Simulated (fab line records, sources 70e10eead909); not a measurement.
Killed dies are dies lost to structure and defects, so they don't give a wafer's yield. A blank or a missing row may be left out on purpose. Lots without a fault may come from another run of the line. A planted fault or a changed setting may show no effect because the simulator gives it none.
fab line records | flow nand_harc
record lots=24 wafers=72 last_day=34
route steps=1302 shown A_STAIRCASE@843 A_SLIT@935 A_SIN_REMOVE@951
lots that met no fault: from a run of the same line without faults
start_h: hours from the record's first day to the start of the lot's first wafer shown | wait_h: hours since the lot's step before | " the same as in the row above | L1.1+2: a row that stands for several wafers | - no value, or no start given | * or withheld: withheld | < > ~ a bound
route shown NAME@n: a module of which the file shows steps, and the number in the route of the first | usual: mean/standard deviation of fault-free wafers | same: alike in all rows | chamber/n: place in a boat | sites: the reading at each site | _std_site: their standard deviation | _edge_site: outer sites' mean less inner sites' | radius_mm: how far each site lies from the wafer's centre | mask NAME#n: copy n | behind: the tool/chamber that last shaped the wafer | hold: why the lot was held/for how many hours/how that ended | device: the transistor (n, p or np) that didn't switch | end of line: the same wafers' tests at the end of the route | a step without rows: its recipe alone | killed: dies lost to structure and defects at the first sort, not the wafer's yield | map: a wafer's dies, x killed, . not, _ none there
set.NAME: the setting as run; set.NAME@STEP: as run at that earlier step | model.NAME: the simulator's own value behind a step, which no gauge read
steps of the route over a sample of lots; a table a step, a row a wafer
services: from which hour (start_h, from the record's first day; less than 0 if before it) a tool's chamber was out of use, for how many hours, and why
## steps
# step NHARC_A_STAIRCASE_STRIP_476
# recipe time_s=20 o2_flow_sccm=500 ar_flow_sccm=0 bias_w=0 chemistry=O2
# usual drypump_motor_current_A=6.0/0.57 oes_product_au=0.998/0.0096 rf_vpp_V=57.8/0.84 showerhead_plenum_p_Torr=3.54/0.17 throttle_valve_pct=17.035/0.0093
# same bias_w=0
# columns lot.wafer tool chamber start_h wait_h drypump_motor_current_A oes_product_au rf_hours_counter_h rf_vpp_V showerhead_plenum_p_Torr throttle_valve_pct
L075.3 rie_diel-13 2 403.38 0.1 6.0 1.001 12 57.9 3.80 17.027
L075.5 " 2 " " 6.0 0.998 - 58.4 3.80 17.036
L075.6 " 3 " " 5.9 0.992 - 56.9 3.57 17.050
L074.1 rie_diel-08 1 404.86 0.1 6.5 1.006 9 57.8 3.45 17.026
L074.2 " 0 " " 4.8 0.993 12 58.1 3.80 17.044
L074.5 " 2 " " 5.5 1.000 - 58.1 3.56 17.036
L076.1 rie_diel-08 2 405.95 0.1 5.5 0.991 11 56.9 3.56 17.040
L076.2 " 3 " " 6.3 0.982 12 57.8 3.77 17.039
L076.3 " 0 " " 4.9 0.992 12 56.9 3.80 17.044
L077.3 rie_diel-13 3 417.52 0.1 5.9 1.007 16 57.4 3.57 17.045
L077.2 " 2 " " 6.0 1.009 18 57.4 3.80 17.049
L077.6 " 3 " " 5.8 1.006 - 58.9 3.57 17.022
L078.4 rie_diel-13 2 436.93 0.1 6.0 0.996 24 59.6 3.79 17.042
L078.2 " 3 " " 5.8 0.997 21 57.0 3.57 17.032
L078.5 " 2 " " 6.0 1.015 - 60.0 3.79 17.041
L079.3 rie_diel-08 1 446.96 0.1 6.5 1.002 26 56.2 3.44 17.011
L079.4 " 2 " " 5.6 1.005 24 58.3 3.55 17.034
L079.5 " 1 " " 6.5 1.013 - 57.3 3.44 17.027
L082.1 rie_diel-08 2 459.82 0.1 5.5 0.995 27 57.9 3.55 17.013
L082.6 " 0 " " 4.8 1.008 - 59.0 3.79 17.041
L082.5 " 1 " " 6.5 1.015 - 57.5 3.44 17.038
L080.3 rie_diel-11 2 460.64 0.1 6.6 0.997 6 57.5 3.47 17.022
L080.6 " 0 " " 6.2 1.012 - 56.7 3.31 17.039
L080.5 " 1 " " 6.2 0.993 - 58.2 3.44 17.037
L081.1 rie_diel-13 1 481.47 0.1 6.7 0.981 40 57.1 3.31 17.039
L081.4 " 3 " " 5.8 0.987 36 59.3 3.56 17.045
L081.3 " 0 " " 5.1 0.990 34 57.9 3.49 17.035
L083.1 rie_diel-11 1 488.86 0.1 6.2 0.997 13 57.8 3.43 17.037
L083.6 " 3 " " 6.1 0.990 - 59.3 3.56 17.034
L083.5 " 0 " " 6.2 0.993 - 57.4 3.30 17.035
L085.3 rie_diel-11 2 494.46 0.1 6.6 1.007 14 57.7 3.46 17.034
L085.1 " 0 " " 6.3 1.008 12 56.7 3.30 17.039
L085.5 " 3 " " 6.1 1.001 - 58.2 3.56 17.047
L084.1 rie_diel-08 3 498.47 0.1 6.3 0.982 40 58.7 3.75 17.037
L084.3 " 0 " " 4.8 0.992 42 58.5 3.78 17.043
L084.6 " 3 " " 6.3 0.986 - 56.9 3.75 17.030
L086.1 rie_diel-08 3 519.03 0.1 6.3 0.979 47 57.7 3.75 17.031
L086.4 " 0 " " 4.8 0.996 49 58.4 3.78 17.037
L086.5 " 3 " " 6.3 0.991 - 58.1 3.75 17.058
L088.1 rie_diel-13 3 534.46 0.1 5.9 0.989 2 57.0 3.55 17.037
L088.4 " 0 " " 5.1 0.989 2 57.9 3.49 17.037
L088.5 " 3 " " 5.9 0.975 - 58.8 3.55 17.052
L087.3 rie_diel-08 1 536.97 0.1 6.5 1.003 59 56.8 3.42 17.025
L087.2 " 3 " " 6.3 0.998 61 58.0 3.74 17.033
L087.1 " 0 " " 4.9 1.005 61 57.6 3.77 17.052
L091.1 rie_diel-13 0 543.09 0.1 5.1 0.981 7 57.5 3.48 17.036
L091.6 " 3 " " 5.8 0.993 - 57.6 3.55 17.030
L091.5 " 0 " " 5.1 0.981 - 57.5 3.48 17.039
L089.3 rie_diel-11 3 544.91 0.1 6.1 0.988 34 58.5 3.55 17.031
L089.5 " 0 " " 6.2 0.984 - 57.0 3.29 17.034
L089.6 " 1 " " 6.2 0.989 - 56.7 3.42 17.037
L090.1 rie_diel-13 0 549.61 0.1 5.1 0.982 7 58.1 3.48 17.044
L090.2 " 2 " " 6.0 0.993 5 59.0 3.78 17.043
L090.3 " 3 " " 5.9 0.995 5 58.0 3.55 17.037
L092.1 rie_diel-13 2 559.45 0.1 6.0 1.004 7 58.3 3.77 17.024
L092.2 " 0 " " 5.1 0.983 10 56.9 3.48 17.028
L092.5 " 1 " " 6.6 1.004 - 57.3 3.30 17.050
L095.4 rie_diel-08 1 588.33 0.1 6.5 1.027 8 58.8 3.42 17.032
L095.3 " 2 " " 5.5 1.015 11 58.9 3.53 17.031
L095.1 " 3 " " 6.3 0.989 12 57.1 3.73 17.052
L094.4 rie_diel-13 2 589.08 0.1 6.0 0.996 20 58.4 3.77 17.035
L094.1 " 0 " " 5.1 0.995 20 59.8 3.48 17.020
L094.3 " 1 " " 6.6 1.009 22 58.1 3.29 17.027
L093.2 rie_diel-11 2 593.10 0.1 6.6 0.983 57 57.4 3.44 17.038
L093.4 " 0 " " 6.2 0.992 - 56.7 3.28 17.039
L093.6 " 2 " " 6.6 0.984 - 58.9 3.44 17.028
L096.4 rie_diel-13 0 613.68 0.1 5.1 0.997 28 58.1 3.47 17.043
L096.1 " 3 " " 5.8 1.003 25 58.8 3.54 17.031
L096.6 " 0 " " 5.1 0.997 - 58.2 3.47 17.024
L097.2 rie_diel-13 2 620.00 0.1 6.0 1.003 32 58.2 3.76 17.047
L097.1 " 1 " " 6.7 1.014 31 56.4 3.29 17.050
L097.5 " 1 " " 6.7 1.022 - 57.9 3.29 17.028
# step NHARC_A_STAIRCASE_ETCHBACK_422
# recipe target_depth_a=400 over_etch_frac=0.3 time_s=74.286 ion_energy_ev=120 ch3f_flow_sccm=50 o2_flow_sccm=30 ar_flow_sccm=200 rf_w=500 bias_w=100 chemistry=CH3F/O2
# usual bias_w=99.95/0.29 drypump_motor_current_A=6.0/0.55 oes_product_au=0.96/0.035 rf_vpp_V=244.3/1.8 showerhead_plenum_p_Torr=2.46/0.11 throttle_valve_pct=20.664/0.0095
# columns lot.wafer tool chamber start_h wait_h bias_w drypump_motor_current_A oes_product_au rf_hours_counter_h rf_vpp_V showerhead_plenum_p_Torr throttle_valve_pct
L075.3 rie_diel-11 1 445.82 0.1 99.87 6.1 1.00 0 243.0 2.39 20.655
L075.5 " 1 " " 100.07 6.2 1.00 - 242.6 2.39 20.664
L075.6 " 2 " " 99.95 6.6 0.99 - 244.6 2.42 20.658
L074.1 rie_diel-08 0 445.95 0.1 99.63 4.9 0.93 29 247.5 2.65 20.653
L074.2 " 1 " " 100.03 6.5 0.93 25 243.5 2.39 20.663
L074.5 " 3 " " 99.67 6.3 0.93 - 247.2 2.62 20.661
L076.1 rie_diel-13 1 448.63 0.1 99.53 6.7 0.92 31 242.5 2.31 20.658
L076.2 " 3 " " 100.14 5.8 0.92 27 244.3 2.49 20.680
L076.3 " 0 " " 99.67 5.0 0.92 28 243.7 2.44 20.658
L077.2 rie_diel-13 1 458.37 0.1 99.61 6.7 0.93 33 241.2 2.31 20.665
L077.3 " 2 " " 99.96 6.0 0.94 32 248.5 2.65 20.662
L077.6 " 2 " " 99.83 6.0 0.94 - 246.1 2.65 20.647
L078.4 rie_diel-11 3 477.19 0.2 99.96 6.1 0.99 11 245.0 2.48 20.675
L078.2 " 1 " " 100.12 6.2 0.99 10 241.5 2.39 20.679
L078.5 " 3 " " 99.69 6.1 0.99 - 245.6 2.48 20.666
L079.3 rie_diel-11 3 493.23 0.2 100.14 6.1 1.00 13 244.6 2.48 20.666
L079.4 " 1 " " 99.46 6.2 1.00 13 242.1 2.39 20.678
L079.5 " 3 " " 100.13 6.1 1.00 - 245.5 2.48 20.654
L080.3 rie_diel-13 3 503.93 0.2 99.97 5.8 0.93 42 245.3 2.48 20.663
L080.5 " 0 " " 99.55 5.1 0.91 - 243.5 2.43 20.654
L080.6 " 1 " " 100.06 6.6 0.93 - 240.1 2.30 20.657
L082.1 rie_diel-08 1 503.95 0.2 99.48 6.5 0.93 44 242.8 2.39 20.666
L082.5 " 2 " " 99.83 5.5 0.92 - 243.3 2.47 20.674
L082.6 " 3 " " 99.87 6.3 0.92 - 247.2 2.62 20.653
L081.4 rie_diel-13 0 528.40 0.2 100.31 5.0 0.99 0 244.6 2.43 20.667
L081.3 " 2 " " 100.47 6.0 1.00 0 246.6 2.64 20.669
L081.1 " 3 " " 99.99 5.8 0.99 0 244.2 2.48 20.677
L083.1 rie_diel-11 2 534.99 0.1 100.06 6.5 0.92 35 243.0 2.40 20.675
L083.5 " 2 " " 100.09 6.6 0.91 - 244.2 2.40 20.658
L083.6 " 3 " " 100.16 6.1 0.93 - 244.7 2.47 20.659
L085.3 rie_diel-13 0 535.14 0.2 99.51 5.0 0.99 2 244.2 2.43 20.642
L085.1 " 1 " " 99.88 6.7 1.00 2 243.8 2.30 20.670
L085.5 " 3 " " 100.39 5.8 1.00 - 244.6 2.48 20.663
L084.3 rie_diel-13 2 542.43 0.2 99.69 6.0 0.98 4 245.2 2.64 20.672
L084.1 " 3 " " 99.67 5.8 0.98 5 245.0 2.48 20.647
L084.6 " 0 " " 100.14 5.0 0.99 - 243.5 2.43 20.663
L086.1 rie_diel-08 2 563.60 0.2 99.27 5.5 1.01 3 246.6 2.46 20.667
L086.4 " 3 " " 100.05 6.3 0.99 - 245.2 2.61 20.672
L086.5 " 0 " " 99.66 4.8 1.00 - 246.1 2.63 20.671
L088.4 rie_diel-08 2 577.62 0.1 99.79 5.5 1.02 7 245.3 2.46 20.657
L088.1 " 0 " " 99.87 4.9 1.00 6 247.1 2.63 20.673
L088.5 " 3 " " 100.49 6.3 0.99 - 247.2 2.61 20.673
L087.3 rie_diel-13 3 585.22 0.1 99.87 5.8 1.00 13 246.3 2.47 20.662
L087.1 " 0 " " 99.93 5.0 0.99 19 244.4 2.42 20.684
L087.2 " 2 " " 99.78 6.0 1.00 19 245.6 2.63 20.665
L090.2 rie_diel-11 1 585.31 0.1 99.89 6.2 0.92 55 244.2 2.37 20.669
L090.3 " 2 " " 99.87 6.6 0.92 55 242.5 2.40 20.666
L090.1 " 0 " " 100.04 6.2 0.92 47 241.6 2.28 20.672
L089.3 rie_diel-11 2 585.51 0.1 99.91 6.6 0.96 55 243.6 2.40 20.660
L089.5 " 1 " " 100.27 6.2 0.97 - 243.6 2.37 20.658
L089.6 " 2 " " 99.91 6.6 0.97 - 244.6 2.40 20.663
L091.1 rie_diel-13 0 588.17 0.2 100.14 5.1 0.92 20 244.3 2.42 20.676
L091.5 " 2 " " 100.16 6.0 0.92 - 245.4 2.63 20.642
L091.6 " 3 " " 99.37 5.8 0.91 - 245.5 2.47 20.654
L092.2 rie_diel-13 0 603.78 0.1 99.48 5.0 0.92 25 243.7 2.42 20.671
L092.1 " 1 " " 100.09 6.6 0.93 27 243.6 2.29 20.661
L092.5 " 2 " " 100.23 6.0 0.93 - 246.1 2.63 20.673
L095.4 rie_diel-13 3 633.24 0.1 99.85 5.8 0.92 33 243.8 2.46 20.664
L095.1 " 0 " " 100.11 5.1 0.92 33 244.4 2.42 20.650
L095.3 " 1 " " 99.85 6.7 0.93 35 241.9 2.28 20.685
L094.3 rie_diel-13 1 633.33 0.1 100.08 6.7 0.94 35 241.4 2.28 20.667
L094.4 " 2 " " 99.87 6.0 0.93 38 246.9 2.62 20.663
L094.1 " 0 " " 100.17 5.0 0.92 33 244.1 2.42 20.647
L093.2 rie_diel-11 1 633.51 0.1 99.47 6.2 0.99 6 242.7 2.37 20.673
L093.4 " 3 " " 99.96 6.1 0.99 3 245.3 2.46 20.668
L093.6 " 2 " " 100.19 6.6 0.99 - 242.3 2.39 20.662
L096.1 rie_diel-13 3 657.65 0.1 100.47 5.8 0.93 39 243.4 2.46 20.667
L096.4 " 2 " " 99.58 6.0 0.93 44 246.2 2.62 20.667
L096.6 " 0 " " 100.34 5.1 0.93 - 244.6 2.41 20.679
L097.1 rie_diel-08 1 664.18 0.3 100.28 6.5 0.94 35 243.1 2.37 20.629
L097.2 " 3 " " 99.92 6.3 0.92 38 245.4 2.59 20.684
L097.5 " 1 " " 99.98 6.5 0.93 - 241.6 2.37 20.664
# step NHARC_A_STAIRCASE_STRIP_475
# recipe time_s=20 o2_flow_sccm=500 ar_flow_sccm=0 bias_w=0 chemistry=O2
# usual drypump_motor_current_A=6.0/0.57 oes_product_au=0.998/0.01 rf_vpp_V=57.8/0.84 showerhead_plenum_p_Torr=3.53/0.17 throttle_valve_pct=17.037/0.009
# same bias_w=0
# columns lot.wafer tool chamber start_h wait_h drypump_motor_current_A oes_product_au rf_hours_counter_h rf_vpp_V showerhead_plenum_p_Torr throttle_valve_pct
L075.3 rie_diel-11 3 - - 6.1 0.999 0 58.4 3.57 17.036
L075.6 " 0 " " 6.2 1.003 - 57.4 3.31 17.042
L075.5 " 1 " " 6.2 0.983 - 58.5 3.44 17.046
L074.2 rie_diel-08 0 - - 4.8 1.001 29 58.8 3.79 17.025
L074.1 " 2 " " 5.5 1.009 24 59.4 3.55 17.047
L074.5 " 3 " " 6.2 1.003 - 58.1 3.76 17.023
L076.3 rie_diel-08 3 - - 6.3 0.995 27 58.5 3.76 17.040
L076.2 " 0 " " 4.9 1.006 29 58.5 3.79 17.047
L076.1 " 1 " " 6.5 1.001 26 58.4 3.44 17.046
L077.3 rie_diel-11 0 - - 6.2 1.003 4 56.6 3.31 17.044
L077.2 " 2 " " 6.6 0.989 6 57.0 3.47 17.044
L077.6 " 0 " " 6.2 0.990 - 58.1 3.31 17.048
L078.2 rie_diel-13 2 477.79 0.2 6.0 1.009 38 59.9 3.79 17.030
L078.4 " 1 " " 6.7 1.004 - 58.0 3.31 17.030
L078.5 " 2 " " 6.0 1.015 - 58.7 3.79 17.028
L079.4 rie_diel-08 1 - - 6.5 0.997 40 57.5 3.43 17.037
L079.3 " 2 " " 5.5 0.986 37 58.4 3.54 17.050
L079.5 " 0 " " 4.9 0.997 - 57.7 3.78 17.036
L080.3 rie_diel-08 2 - - 5.6 1.006 40 57.8 3.54 17.032
L080.6 " 0 " " 4.9 1.003 - 57.5 3.78 17.040
L080.5 " 1 " " 6.5 0.995 - 56.3 3.43 17.035
L082.1 rie_diel-13 3 - - 5.9 1.006 42 57.4 3.56 17.036
L082.6 " 0 " " 5.1 0.986 - 57.7 3.49 17.039
L082.5 " 1 " " 6.7 0.993 - 57.3 3.31 17.035
L081.3 rie_diel-11 3 - - 6.1 0.992 30 56.9 3.55 17.034
L081.1 " 0 " " 6.3 0.996 27 58.5 3.29 17.018
L081.4 " 1 " " 6.2 1.015 27 57.7 3.42 17.034
L083.1 rie_diel-11 2 - - 6.6 0.999 35 57.4 3.45 17.033
L083.5 " 0 " " 6.2 0.994 - 56.6 3.29 17.047
L083.6 " 1 " " 6.2 1.008 - 58.9 3.42 17.047
L085.1 rie_diel-13 1 - - 6.7 1.009 2 56.6 3.30 17.048
L085.3 " 0 " " 5.1 0.987 2 58.3 3.49 17.028
L085.5 " 2 " " 6.0 1.005 - 56.7 3.78 17.036
L084.1 rie_diel-13 0 - - 5.1 0.996 7 57.7 3.48 17.029
L084.3 " 1 " " 6.7 1.010 7 58.5 3.30 17.036
L084.6 " 1 " " 6.7 1.003 - 58.1 3.30 17.036
L086.1 rie_diel-08 3 564.17 0.2 6.3 0.988 3 57.2 3.73 17.033
L086.5 " 3 " " 6.3 0.984 - 58.1 3.73 17.045
L086.4 " 0 " " 4.9 1.009 - 57.7 3.77 17.047
L088.1 rie_diel-13 0 578.24 0.2 5.1 1.001 16 58.7 3.48 17.049
L088.5 " 1 " " 6.7 1.013 - 57.1 3.30 17.028
L088.4 " 2 " " 6.0 0.996 - 58.2 3.77 17.039
L087.3 rie_diel-08 2 - - 5.5 1.015 11 58.9 3.53 17.044
L087.1 " 3 " " 6.3 0.986 12 56.5 3.73 17.022
L087.2 " 1 " " 6.5 1.016 7 58.0 3.42 17.044
L090.1 rie_diel-11 1 - - 6.2 1.007 56 57.9 3.41 17.056
L090.2 " 2 " " 6.6 0.994 55 56.9 3.44 17.035
L090.3 " 0 " " 6.2 0.994 47 56.2 3.28 17.048
L089.3 rie_diel-08 0 - - 4.9 0.997 12 57.8 3.76 17.036
L089.5 " 3 " " 6.3 0.988 - 58.4 3.73 17.039
L089.6 " 0 " " 4.9 1.001 - 57.7 3.76 17.045
L091.1 rie_diel-08 0 - - 4.8 0.991 12 57.6 3.76 17.045
L091.5 " 0 " " 4.8 0.998 - 57.3 3.76 17.038
L091.6 " 1 " " 6.5 1.004 - 57.5 3.42 17.036
L092.1 rie_diel-11 0 604.39 0.2 6.2 0.997 52 56.5 3.28 17.029
L092.2 " 2 " " 6.6 0.993 59 56.9 3.44 17.034
L092.5 " 3 " " 6.1 0.986 - 57.8 3.54 17.039
L095.4 rie_diel-13 2 - - 6.0 1.009 38 57.7 3.76 17.026
L095.1 " 3 " " 5.8 0.996 33 57.8 3.54 17.020
L095.3 " 0 " " 5.1 1.003 34 57.5 3.47 17.039
L094.3 rie_diel-11 2 - - 6.6 0.971 6 57.9 3.43 17.037
L094.1 " 3 " " 6.1 0.989 4 57.0 3.54 17.045
L094.4 " 1 " " 6.2 0.999 6 59.3 3.40 17.030
L093.2 rie_diel-13 0 - - 5.1 0.998 34 57.3 3.47 17.056
L093.4 " 3 " " 5.9 0.990 33 58.7 3.54 17.035
L093.6 " 0 " " 5.1 1.007 - 57.5 3.47 17.033
L096.4 rie_diel-11 1 - - 6.2 0.989 14 57.5 3.40 17.044
L096.1 " 3 " " 6.1 0.982 13 58.2 3.53 17.025
L096.6 " 1 " " 6.2 1.007 - 58.8 3.40 17.036
L097.2 rie_diel-13 1 - - 6.7 1.004 43 57.2 3.28 17.020
L097.1 " 2 " " 6.0 1.009 47 59.2 3.75 17.065
L097.5 " 0 " " 5.1 1.003 - 58.5 3.46 17.023
# step NHARC_A_SLIT_INSPECT_11
# usual raw_defect_count=56/27
# columns lot.wafer tool chamber start_h wait_h raw_defect_count
L075.3 defect_inspect-01 - 460.72 0.0 60
L075.5 " - " " 80
L075.6 " - " " 70
L076.1 defect_inspect-01 - 460.85 0.0 107
L076.2 " - " " 119
L076.3 " - " " 132
L074.1 defect_inspect-01 - 462.46 0.0 72
L074.2 " - " " 66
L074.5 " - " " 67
L077.2 defect_inspect-02 - 475.50 0.0 75
L077.3 " - " " 82
L077.6 " - " " 65
L078.2 defect_inspect-02 - 493.85 0.0 65
L078.4 " - " " 61
L078.5 " - " " 59
L079.3 defect_inspect-02 - 509.13 0.0 66
L079.4 " - " " 81
L079.5 " - " " 71
L080.3 defect_inspect-02 - 519.13 0.0 54
L080.5 " - " " 80
L080.6 " - " " 51
L082.1 defect_inspect-02 - 519.69 0.0 34
L082.5 " - " " 29
L082.6 " - " " 27
L081.1 defect_inspect-02 - 542.34 0.0 82
L081.3 " - " " 77
L081.4 " - " " 104
L085.1 defect_inspect-02 - 549.00 0.0 63
L085.3 " - " " 65
L085.5 " - " " 64
L083.1 defect_inspect-01 - 549.87 0.0 11
L083.5 " - " " 17
L083.6 " - " " 16
L084.1 defect_inspect-02 - 556.45 0.0 40
L084.3 " - " " 34
L084.6 " - " " 27
L086.1 defect_inspect-02 - 577.77 0.0 49
L086.4 " - " " 41
L086.5 " - " " 47
L088.1 defect_inspect-02 - 592.44 0.0 29
L088.4 " - " " 18
L088.5 " - " " 18
L087.1 defect_inspect-01 - 598.86 0.0 100
L087.2 " - " " 75
L087.3 " - " " 91
L090.1 defect_inspect-01 - 599.10 0.0 35
L090.2 " - " " 31
L090.3 " - " " 37
L089.3 defect_inspect-02 - 601.02 0.0 70
L089.5 " - " " 77
L089.6 " - " " 63
L091.1 defect_inspect-01 - 602.65 0.0 83
L091.5 " - " " 98
L091.6 " - " " 107
L092.1 defect_inspect-02 - 620.02 0.0 27
L092.2 " - " " 23
L092.5 " - " " 38
L095.1 defect_inspect-01 - 648.34 0.0 67
L095.3 " - " " 73
L095.4 " - " " 83
L094.1 defect_inspect-01 - 652.25 0.0 15
L094.3 " - " " 28
L094.4 " - " " 22
L093.2 defect_inspect-02 - 652.41 0.0 32
L093.4 " - " " 24
L093.6 " - " " 21
L097.1 defect_inspect-01 - 679.51 0.0 79
L097.2 " - " " 80
L097.5 " - " " 88
L096.1 defect_inspect-01 - 680.80 0.0 37
L096.4 " - " " 27
L096.6 " - " " 25
# step NHARC_A_SLIT_CD_MEAS_21
# usual cd_nm=289.4/1
# columns lot.wafer tool chamber start_h wait_h cd_nm
L075.3 cd_sem-02 - 467.09 0.1 289.0
L075.5 " - " " 289.3
L075.6 " - " " 289.7
L076.1 cd_sem-02 - 467.50 - 289.7
L076.2 " - " " 289.2
L076.3 " - " " 289.4
L074.1 cd_sem-02 - 470.93 0.1 290.6
L074.2 " - " " 289.7
L074.5 " - " " 291.1
L077.2 cd_sem-02 - 482.99 - 288.3
L077.3 " - " " 290.4
L077.6 " - " " 288.4
L078.2 cd_sem-01 - 500.16 - 286.0
L078.4 " - " " 287.3
L078.5 " - " " 286.5
L079.3 cd_sem-03 - 517.98 - 289.5
L079.4 " - " " 289.3
L079.5 " - " " 289.0
L080.3 cd_sem-02 - 525.50 - 288.2
L080.5 " - " " 287.4
L080.6 " - " " 288.3
L082.1 cd_sem-01 - 526.04 - 290.4
L082.5 " - " " 290.0
L082.6 " - " " 289.1
L081.1 cd_sem-02 - 548.71 - 287.7
L081.3 " - " " 287.9
L081.4 " - " " 288.4
L085.1 cd_sem-03 - 556.59 - 290.6
L085.3 " - " " 290.5
L085.5 " - " " 290.8
L083.1 cd_sem-02 - 557.36 - 289.7
L083.5 " - " " 289.4
L083.6 " - " " 291.2
L084.1 cd_sem-01 - 562.84 - 288.5
L084.3 " - " " 290.2
L084.6 " - " " 289.3
L086.1 cd_sem-02 - 584.07 - 290.1
L086.4 " - " " 289.9
L086.5 " - " " 290.2
L088.1 cd_sem-02 - 600.39 - 289.1
L088.4 " - " " 287.2
L088.5 " - " " 289.2
L087.1 cd_sem-01 - 605.23 - 289.9
L087.2 " - " " 289.5
L087.3 " - " " 291.5
L090.1 cd_sem-03 - 605.52 - 289.2
L090.2 " - " " 290.5
L090.3 " - " " 289.7
L089.3 cd_sem-03 - 609.13 - 290.1
L089.5 " - " " 290.1
L089.6 " - " " 289.4
L091.1 cd_sem-02 - 609.33 - 289.8
L091.5 " - " " 289.5
L091.6 " - " " 289.4
L092.1 cd_sem-03 - 626.41 - 291.0
L092.2 " - " " 290.3
L092.5 " - " " 289.4
L095.1 cd_sem-01 - 654.74 - 290.3
L095.3 " - " " 289.8
L095.4 " - " " 289.6
L094.1 cd_sem-01 - 658.51 - 291.0
L094.3 " - " " 290.4
L094.4 " - " " 289.4
L093.2 cd_sem-02 - 659.98 - 290.2
L093.4 " - " " 288.9
L093.6 " - " " 290.3
L097.1 cd_sem-02 - 688.49 - 288.2
L097.2 " - " " 288.7
L097.5 " - " " 287.5
L096.1 cd_sem-03 - 688.50 - 289.2
L096.4 " - " " 288.2
L096.6 " - " " 288.3
# step NHARC_A_SIN_REMOVE_INSPECT_04
# usual raw_defect_count=376/98
# columns lot.wafer tool chamber start_h wait_h raw_defect_count
L075.3 defect_inspect-01 - 473.68 0.0 357
L075.5 " - " " 435
L075.6 " - " " 521
L076.1 defect_inspect-02 - 473.68 0.0 457
L076.2 " - " " 440
L076.3 " - " " 435
L074.1 defect_inspect-02 - 477.58 0.0 365
L074.2 " - " " 320
L074.5 " - " " 343
L077.2 defect_inspect-02 - 489.59 0.0 348
L077.3 " - " " 325
L077.6 " - " " 324
L078.2 defect_inspect-01 - 506.74 0.0 381
L078.4 " - " " 492
L078.5 " - " " 321
L079.3 defect_inspect-01 - 524.57 0.0 475
L079.4 " - " " 405
L079.5 " - " " 347
L082.1 defect_inspect-02 - 532.10 0.0 385
L082.5 " - " " 499
L082.6 " - " " 279
L080.3 defect_inspect-01 - 532.10 0.0 360
L080.5 " - " " 393
L080.6 " - " " 337
L081.1 defect_inspect-02 - 555.38 0.0 373
L081.3 " - " " 353
L081.4 " - " " 525
L085.1 defect_inspect-01 - 563.21 0.0 369
L085.3 " - " " 433
L085.5 " - " " 417
L083.1 defect_inspect-02 - 563.22 0.0 257
L083.5 " - " " 225
L083.6 " - " " 204
L084.1 defect_inspect-01 - 569.42 0.0 540
L084.3 " - " " 703
L084.6 " - " " 532
L086.1 defect_inspect-02 - 590.66 0.0 463
L086.4 " - " " 326
L086.5 " - " " 508
L088.1 defect_inspect-01 - 607.04 0.0 406
L088.4 " - " " 418
L088.5 " - " " 294
L090.1 defect_inspect-02 - 611.87 0.0 373
L090.2 " - " " 341
L090.3 " - " " 385
L087.1 defect_inspect-01 - 611.87 0.0 294
L087.2 " - " " 369
L087.3 " - " " 432
L089.3 defect_inspect-02 - 616.53 0.0 319
L089.5 " - " " 327
L089.6 " - " " 317
L091.1 defect_inspect-01 - 616.53 0.0 549
L091.5 " - " " 474
L091.6 " - " " 454
L092.1 defect_inspect-01 - 632.95 0.0 288
L092.2 " - " " 294
L092.5 " - " " 268
L095.1 defect_inspect-01 - 661.35 0.0 310
L095.3 " - " " 324
L095.4 " - " " 396
L094.1 defect_inspect-02 - 665.19 0.0 258
L094.3 " - " " 234
L094.4 " - " " 270
L093.2 defect_inspect-01 - 665.19 0.0 223
L093.4 " - " " 304
L093.6 " - " " 257
L096.1 defect_inspect-01 - 695.11 0.0 318
L096.4 " - " " 477
L096.6 " - " " 376
L097.1 defect_inspect-02 - 695.15 0.0 323
L097.2 " - " " 333
L097.5 " - " " 329
## services
# columns tool chamber start_h hours kind
rie_diel-11 2 379.91 2.2 repair
rie_diel-08 1 385.33 6.2 repair
rie_diel-13 0 400.36 - clean
rie_diel-13 1 400.36 - clean
rie_diel-13 2 400.36 - clean
rie_diel-13 3 400.36 - clean
rie_diel-13 0 424.86 - clean
rie_diel-13 1 424.86 - clean
rie_diel-13 2 424.86 - clean
rie_diel-13 3 424.86 - clean
rie_diel-11 0 435.20 3.0 repair
rie_diel-11 - 435.99 9.0 pm
rie_diel-13 0 449.36 - clean
rie_diel-08 0 462.37 9.5 repair
rie_diel-13 0 471.12 7.6 repair
rie_diel-11 0 485.74 1.2 repair
rie_diel-13 - 519.35 9.0 pm
rie_diel-08 - 544.93 9.0 pm
rie_diel-08 1 558.67 8.7 repair
rie_diel-13 3 570.33 8.1 repair
rie_diel-08 - 586.61 0.7 repair
rie_diel-11 1 592.30 20.3 repair
rie_diel-11 - 612.99 9.0 pm
rie_diel-13 0 617.81 2.9 repair
## key
fault none
